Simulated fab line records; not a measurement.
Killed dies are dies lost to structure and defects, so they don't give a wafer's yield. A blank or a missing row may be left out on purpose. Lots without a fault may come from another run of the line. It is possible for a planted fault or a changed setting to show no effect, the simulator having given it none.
Chamber matching :: flow n5-finfet :: ald-sin-01 running N5_STI_FIN_REVEAL_ALD_14: 4 sister chambers
The step deposits Si3N4, target thk 3 nm. 4 wafers are shown with their chamber, then 11 later ones without.

EACH WAFER AND ITS CHAMBER
wafer: L082.2
chamber: 2
heater-power-w (W): 825

wafer: L085.2
chamber: 1
heater-power-w (W): 845

wafer: L085.6
chamber: 3
heater-power-w (W): 755

wafer: L087.1
chamber: 0
heater-power-w (W): 660

WAFERS WITHOUT THEIR CHAMBER
wafer: L087.2
heater-power-w (W): 777

wafer: L087.3
heater-power-w (W): 832

wafer: L093.3
heater-power-w (W): 857

wafer: L093.5
heater-power-w (W): 838

wafer: L093.6
heater-power-w (W): 823

wafer: L094.2
heater-power-w (W): 786

wafer: L094.4
heater-power-w (W): 666

wafer: L094.6
heater-power-w (W): 847

wafer: L095.1
heater-power-w (W): 756

wafer: L095.2
heater-power-w (W): 851

wafer: L095.4
heater-power-w (W): 838

WHICH CHAMBER EACH WENT THROUGH
wafer: L087.2
from the rows above: 3
in truth: 3

wafer: L087.3
from the rows above: can't be placed: 2 or 1
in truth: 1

wafer: L093.3
from the rows above: can't be placed: 1 or 2
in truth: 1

wafer: L093.5
from the rows above: can't be placed: 1 or 2
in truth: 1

wafer: L093.6
from the rows above: can't be placed: 2 or 1
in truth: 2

wafer: L094.2
from the rows above: can't be placed: 3 or 2
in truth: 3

wafer: L094.4
from the rows above: 0
in truth: 0

wafer: L094.6
from the rows above: can't be placed: 1 or 2
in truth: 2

wafer: L095.1
from the rows above: 3
in truth: 3

wafer: L095.2
from the rows above: can't be placed: 1 or 2
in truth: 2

wafer: L095.4
from the rows above: can't be placed: 1 or 2
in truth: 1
Placed correctly: 3 of 11. From these rows, 8 cannot be placed; in 8 the true chamber is one of the candidates. Number placed wrongly: 0.
How it was worked out, from the rows above alone: a wafer's distance from a chamber is the root of the sum, over the readings, of the square of ((its reading less the chamber's mean) divided by the reading's scatter). The wafer belongs to the nearest chamber; if the next one is less than 2 further off, it can't be placed. Each chamber's mean is taken over the wafers shown for it. The scatter: with one shown wafer a chamber, the root of the mean of the squares of how far each hidden wafer lies from its nearest shown one.
